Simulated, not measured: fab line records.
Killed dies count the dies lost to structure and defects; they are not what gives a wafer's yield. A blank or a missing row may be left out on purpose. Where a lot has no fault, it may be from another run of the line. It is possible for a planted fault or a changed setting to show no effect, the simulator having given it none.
The tool behind it: which one? / flow nandHarc / 42 wafers from 14 lots sampled at 3 of the route's 1302 steps

## WHAT THE GAUGES SHOWED, per wafer
NHARC_A_M0_THK_MEAS_24: measures by xrf. Usual: thkNm at 113.6 nm, with a standard deviation of 1.7.
lot=L124; measured=day 23 09:03; on=filmMetro-02; thkNm (nm)=110.0 110.0 116.5; flag=
lot=L127; measured=day 24 01:18; on=filmMetro-02; thkNm (nm)=115.2 114.7 113.6; flag=
lot=L130; measured=day 25 12:28; on=filmMetro-01; thkNm (nm)=115.1 113.1 114.5; flag=
lot=L131; measured=day 25 16:11; on=filmMetro-02; thkNm (nm)=114.3 114.4 111.7; flag=
lot=L132; measured=day 27 01:00; on=filmMetro-02; thkNm (nm)=114.1 112.0 112.6; flag=
lot=L139; measured=day 28 21:14; on=filmMetro-02; thkNm (nm)=111.6 113.5 111.6; flag=
lot=L138; measured=day 29 01:52; on=filmMetro-01; thkNm (nm)=111.5 111.7 113.3; flag=
lot=L142; measured=day 30 09:25; on=filmMetro-01; thkNm (nm)=113.0 111.5 113.3; flag=
lot=L141; measured=day 30 17:54; on=filmMetro-01; thkNm (nm)=110.8 112.9 115.8; flag=
lot=L145; measured=day 31 02:43; on=filmMetro-01; thkNm (nm)=114.8 112.5 112.7; flag=
lot=L143; measured=day 31 08:41; on=filmMetro-01; thkNm (nm)=115.2 115.0 111.5; flag=
lot=L144; measured=day 31 09:24; on=filmMetro-01; thkNm (nm)=112.9 109.0 112.2; flag=
lot=L146; measured=day 32 08:49; on=filmMetro-02; thkNm (nm)=110.8 111.5 112.0; flag=
lot=L147; measured=day 32 23:13; on=filmMetro-02; thkNm (nm)=112.7 111.5 113.8; flag=

## WHAT TOOL EACH LOT RAN ON (gives the tool, then ch and the chambers of the sampled wafers, and finally the start)
lot=L124; NHARC_A_M0_ETCH_15=rieDiel-11 ch 0,3, day 23 08:46 or earlier; NHARC_A_M0_CMP_23=cmp-01 ch 1,2, day 23 08:46
lot=L127; NHARC_A_M0_ETCH_15=rieDiel-11 ch 1,2,3, day 24 01:02 or earlier; NHARC_A_M0_CMP_23=cmp-04 ch 0,1,3, day 24 01:02
lot=L130; NHARC_A_M0_ETCH_15=rieDiel-10 ch 0,3, day 25 12:08 or earlier; NHARC_A_M0_CMP_23=cmp-04 ch 2,3, day 25 12:08
lot=L131; NHARC_A_M0_ETCH_15=rieDiel-11 ch 0,2,3, day 25 15:52 or earlier; NHARC_A_M0_CMP_23=cmp-01 ch 1,2,3, day 25 15:52
lot=L132; NHARC_A_M0_ETCH_15=rieDiel-11 ch 1,2,3, day 27 00:41 or earlier; NHARC_A_M0_CMP_23=cmp-01 ch 0,1,2, day 27 00:41
lot=L139; NHARC_A_M0_ETCH_15=rieDiel-12 ch 0,1,2, day 28 20:57 or earlier; NHARC_A_M0_CMP_23=cmp-04 ch 1,2, day 28 20:57
lot=L138; NHARC_A_M0_ETCH_15=rieDiel-10 ch 0,1,3, day 29 01:35 or earlier; NHARC_A_M0_CMP_23=cmp-03 ch 0,2, day 29 01:35
lot=L142; NHARC_A_M0_ETCH_15=rieDiel-11 ch 0,2,3, day 30 09:07 or earlier; NHARC_A_M0_CMP_23=cmp-04 ch 1,2,3, day 30 09:07
lot=L141; NHARC_A_M0_ETCH_15=rieDiel-10 ch 1,2, day 30 17:35 or earlier; NHARC_A_M0_CMP_23=cmp-01 ch 0,2,3, day 30 17:35
lot=L145; NHARC_A_M0_ETCH_15=rieDiel-11 ch 0,2,3, day 31 02:25 or earlier; NHARC_A_M0_CMP_23=cmp-03 ch 0,1, day 31 02:25
lot=L143; NHARC_A_M0_ETCH_15=rieDiel-11 ch 0,3, day 31 08:23 or earlier; NHARC_A_M0_CMP_23=cmp-03 ch 0,2, day 31 08:23
lot=L144; NHARC_A_M0_ETCH_15=rieDiel-12 ch 1,2,3, day 31 09:07 or earlier; NHARC_A_M0_CMP_23=cmp-04 ch 1,2, day 31 09:07
lot=L146; NHARC_A_M0_ETCH_15=rieDiel-10 ch 0,1,3, day 32 08:31 or earlier; NHARC_A_M0_CMP_23=cmp-01 ch 0,2,3, day 32 08:31
lot=L147; NHARC_A_M0_ETCH_15=rieDiel-10 ch 0,2,3, day 32 22:58 or earlier; NHARC_A_M0_CMP_23=cmp-01 ch 1,2,3, day 32 22:58
- NHARC_A_M0_ETCH_15: etches the open film in C4F8/Ar, target depth 150 nm, overetch 15 nm, time 82.5 s.
- NHARC_A_M0_CMP_23: polishes, t overpolish 20 s, target thk 113.75 nm.

## AS READ BY THE TOOLS THEMSELVES (means over the sampled wafers that have a number; for cases with no such wafer, the mark the record gives instead)
NHARC_A_M0_ETCH_15. Usual: oesProductAu 0.948 a.u., standard deviation 0.023; rfFwdPowerW 596 W, standard deviation 3.1; rfVppV 441.0 V, standard deviation 2.2.
lot=L124; tool=rieDiel-11; oesProductAu (a.u.)=0.930; rfFwdPowerW (W)=593; rfVppV (V)=441.6; flag=
lot=L127; tool=rieDiel-11; oesProductAu (a.u.)=0.948; rfFwdPowerW (W)=597; rfVppV (V)=440.1; flag=
lot=L130; tool=rieDiel-10; oesProductAu (a.u.)=0.925; rfFwdPowerW (W)=595; rfVppV (V)=441.8; flag=
lot=L131; tool=rieDiel-11; oesProductAu (a.u.)=0.934; rfFwdPowerW (W)=595; rfVppV (V)=441.7; flag=
lot=L132; tool=rieDiel-11; oesProductAu (a.u.)=0.975; rfFwdPowerW (W)=598; rfVppV (V)=439.6; flag=
lot=L139; tool=rieDiel-12; oesProductAu (a.u.)=0.981; rfFwdPowerW (W)=597; rfVppV (V)=443.1; flag=
lot=L138; tool=rieDiel-10; oesProductAu (a.u.)=0.955; rfFwdPowerW (W)=595; rfVppV (V)=440.7; flag=
lot=L142; tool=rieDiel-11; oesProductAu (a.u.)=0.963; rfFwdPowerW (W)=594; rfVppV (V)=442.2; flag=
lot=L141; tool=rieDiel-10; oesProductAu (a.u.)=0.924; rfFwdPowerW (W)=594; rfVppV (V)=440.1; flag=
lot=L145; tool=rieDiel-11; oesProductAu (a.u.)=0.916; rfFwdPowerW (W)=595; rfVppV (V)=442.4; flag=
lot=L143; tool=rieDiel-11; oesProductAu (a.u.)=0.927; rfFwdPowerW (W)=593; rfVppV (V)=442.1; flag=
lot=L144; tool=rieDiel-12; oesProductAu (a.u.)=0.969; rfFwdPowerW (W)=595; rfVppV (V)=441.8; flag=
lot=L146; tool=rieDiel-10; oesProductAu (a.u.)=0.921; rfFwdPowerW (W)=596; rfVppV (V)=440.4; flag=
lot=L147; tool=rieDiel-10; oesProductAu (a.u.)=0.966; rfFwdPowerW (W)=597; rfVppV (V)=441.5; flag=

NHARC_A_M0_CMP_23. Usual: motorCurrentA 12.1 A, standard deviation 1.5; timeToEndpointS 28.0 s, standard deviation 2.5.
lot=L124; tool=cmp-01; motorCurrentA (A)=11.3; timeToEndpointS (s)=26.7; flag=
lot=L127; tool=cmp-04; motorCurrentA (A)=11.7; timeToEndpointS (s)=28.0; flag=
lot=L130; tool=cmp-04; motorCurrentA (A)=10.9; timeToEndpointS (s)=28.6; flag=
lot=L131; tool=cmp-01; motorCurrentA (A)=12.5; timeToEndpointS (s)=29.6; flag=
lot=L132; tool=cmp-01; motorCurrentA (A)=12.4; timeToEndpointS (s)=28.1; flag=
lot=L139; tool=cmp-04; motorCurrentA (A)=12.2; timeToEndpointS (s)=24.6; flag=
lot=L138; tool=cmp-03; motorCurrentA (A)=10.9; timeToEndpointS (s)=25.7; flag=
lot=L142; tool=cmp-04; motorCurrentA (A)=11.5; timeToEndpointS (s)=28.2; flag=
lot=L141; tool=cmp-01; motorCurrentA (A)=12.9; timeToEndpointS (s)=28.2; flag=
lot=L145; tool=cmp-03; motorCurrentA (A)=10.8; timeToEndpointS (s)=28.8; flag=
lot=L143; tool=cmp-03; motorCurrentA (A)=11.0; timeToEndpointS (s)=30.2; flag=
lot=L144; tool=cmp-04; motorCurrentA (A)=12.0; timeToEndpointS (s)=23.7; flag=
lot=L146; tool=cmp-01; motorCurrentA (A)=12.5; timeToEndpointS (s)=26.0; flag=
lot=L147; tool=cmp-01; motorCurrentA (A)=12.9; timeToEndpointS (s)=25.4; flag=

## THE ANSWER, worked out from the rows above alone
Rule: lot off if the mean of its wafers having a number is beyond 3 standard deviations from the usual mean. Also off: a lot with no number at a reading for which 4 or more lots have one. The other lots that the step has rows for count as sound. Order of review: gauges by route order, followed by the tools' own readings, for which a lot's mean as printed above is used. At the first step where some lot is off, the reading lying furthest off is the one used; lots without a number count as furthest.
No lot is off on any of the readings shown, so nothing can be concluded from this.

## WHAT THE SIMULATOR PUT IN
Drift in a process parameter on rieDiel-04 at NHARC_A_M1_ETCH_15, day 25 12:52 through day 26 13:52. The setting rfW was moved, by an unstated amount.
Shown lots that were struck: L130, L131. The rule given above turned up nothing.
